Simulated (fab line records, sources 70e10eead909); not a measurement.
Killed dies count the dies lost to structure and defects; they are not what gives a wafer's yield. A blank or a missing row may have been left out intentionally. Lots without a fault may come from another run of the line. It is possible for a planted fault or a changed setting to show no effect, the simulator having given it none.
Chamber matching || flow nandHarc || NHARC_A_STAIRCASE_DEP_151 on pecvd-03: 3 sister chambers
The step deposits SiO2, target thk 3800 nm. 6 wafers are shown with their chamber, then 10 later ones without.

== EACH WAFER AND ITS CHAMBER ==
{"wafer": "L085.1", "chamber": 2, "heaterPowerW (W)": 678}
{"wafer": "L089.1", "chamber": 0, "heaterPowerW (W)": 600}
{"wafer": "L089.5", "chamber": 0, "heaterPowerW (W)": 517}
{"wafer": "L089.6", "chamber": 2, "heaterPowerW (W)": 580}
{"wafer": "L091.3", "chamber": 1, "heaterPowerW (W)": 522}
{"wafer": "L091.5", "chamber": 1, "heaterPowerW (W)": 534}

== WAFERS WITHOUT THEIR CHAMBER ==
{"wafer": "L091.6", "heaterPowerW (W)": 581}
{"wafer": "L093.2", "heaterPowerW (W)": 638}
{"wafer": "L093.4", "heaterPowerW (W)": 567}
{"wafer": "L093.6", "heaterPowerW (W)": 495}
{"wafer": "L094.1", "heaterPowerW (W)": 643}
{"wafer": "L094.2", "heaterPowerW (W)": 565}
{"wafer": "L094.5", "heaterPowerW (W)": 574}
{"wafer": "L096.1", "heaterPowerW (W)": 641}
{"wafer": "L096.3", "heaterPowerW (W)": 687}
{"wafer": "L096.5", "heaterPowerW (W)": 573}

== EACH ONE'S CHAMBER ==
{"wafer": "L091.6", "from the rows above": "can't be placed: 0 or 2 or 1", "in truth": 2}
{"wafer": "L093.2", "from the rows above": "can't be placed: 2 or 0 or 1", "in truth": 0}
{"wafer": "L093.4", "from the rows above": "can't be placed: 0 or 1 or 2", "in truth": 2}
{"wafer": "L093.6", "from the rows above": "can't be placed: 1 or 0 or 2", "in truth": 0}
{"wafer": "L094.1", "from the rows above": "can't be placed: 2 or 0 or 1", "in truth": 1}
{"wafer": "L094.2", "from the rows above": "can't be placed: 0 or 1 or 2", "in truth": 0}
{"wafer": "L094.5", "from the rows above": "can't be placed: 0 or 1 or 2", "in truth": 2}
{"wafer": "L096.1", "from the rows above": "can't be placed: 2 or 0 or 1", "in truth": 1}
{"wafer": "L096.3", "from the rows above": "can't be placed: 2 or 0 or 1", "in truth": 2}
{"wafer": "L096.5", "from the rows above": "can't be placed: 0 or 1 or 2", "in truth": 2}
Correctly placed: 0 of 10. From these rows, 10 cannot be placed; in 10 the true chamber is one of the candidates. Number placed wrongly: 0.
How it was worked out, from the rows above alone: a wafer's distance from a chamber is the root of the sum, over the readings, of the square of ((its reading less the chamber's mean) divided by the reading's scatter). The wafer belongs to the nearest chamber; if the next one is less than 2 further off, it can't be placed. The mean given for a chamber averages the wafers shown for that chamber. The scatter: the root of (the sum of the squares of (reading less its chamber's mean) over the shown wafers, divided by (wafers less chambers)).
